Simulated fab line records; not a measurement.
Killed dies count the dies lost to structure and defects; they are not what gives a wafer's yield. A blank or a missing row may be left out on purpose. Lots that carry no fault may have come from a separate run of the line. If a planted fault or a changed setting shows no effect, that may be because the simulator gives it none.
Matching of chambers || flow nand harc || NHARC_A_WL_FILL_STRIP_29 on rie diel-01 has 4 sister chambers
The step strips in O2, time 20 s. 4 wafers are shown with their chamber, then 8 later ones without.

## EACH WAFER AND ITS CHAMBER
{"wafer": "L084.5", "chamber": 0, "showerhead plenum p Torr (Torr)": 3.48}
{"wafer": "L084.6", "chamber": 1, "showerhead plenum p Torr (Torr)": 3.32}
{"wafer": "L088.6", "chamber": 2, "showerhead plenum p Torr (Torr)": 3.58}
{"wafer": "L091.2", "chamber": 3, "showerhead plenum p Torr (Torr)": 3.40}

## WAFERS WITHOUT THEIR CHAMBER
{"wafer": "L091.4", "showerhead plenum p Torr (Torr)": 3.48}
{"wafer": "L091.5", "showerhead plenum p Torr (Torr)": 3.58}
{"wafer": "L095.1", "showerhead plenum p Torr (Torr)": 3.48}
{"wafer": "L095.2", "showerhead plenum p Torr (Torr)": 3.40}
{"wafer": "L095.5", "showerhead plenum p Torr (Torr)": 3.58}
{"wafer": "L096.3", "showerhead plenum p Torr (Torr)": 3.58}
{"wafer": "L096.5", "showerhead plenum p Torr (Torr)": 3.58}
{"wafer": "L096.6", "showerhead plenum p Torr (Torr)": 3.31}

## THE CHAMBER EACH PASSED THROUGH
{"wafer": "L091.4", "from the rows above": 0, "in truth": 0}
{"wafer": "L091.5", "from the rows above": 2, "in truth": 2}
{"wafer": "L095.1", "from the rows above": 0, "in truth": 0}
{"wafer": "L095.2", "from the rows above": 3, "in truth": 3}
{"wafer": "L095.5", "from the rows above": 2, "in truth": 2}
{"wafer": "L096.3", "from the rows above": 2, "in truth": 2}
{"wafer": "L096.5", "from the rows above": 2, "in truth": 2}
{"wafer": "L096.6", "from the rows above": 1, "in truth": 1}
Correctly placed: 8 of 8. Number that these rows cannot place: 0. Wrongly placed: 0.
How it was worked out, from the rows above alone: a wafer's distance from a chamber is the root of the sum, over the readings, of the square of ((its reading less the chamber's mean) divided by the reading's scatter). If the next closest chamber is less than 2 further off than the closest, the wafer can't be placed; otherwise it belongs to the closest. For every chamber, the mean is computed from those of its wafers that are shown. The scatter: root of mean squared gap, hidden wafer to nearest shown wafer, with one shown wafer a chamber.
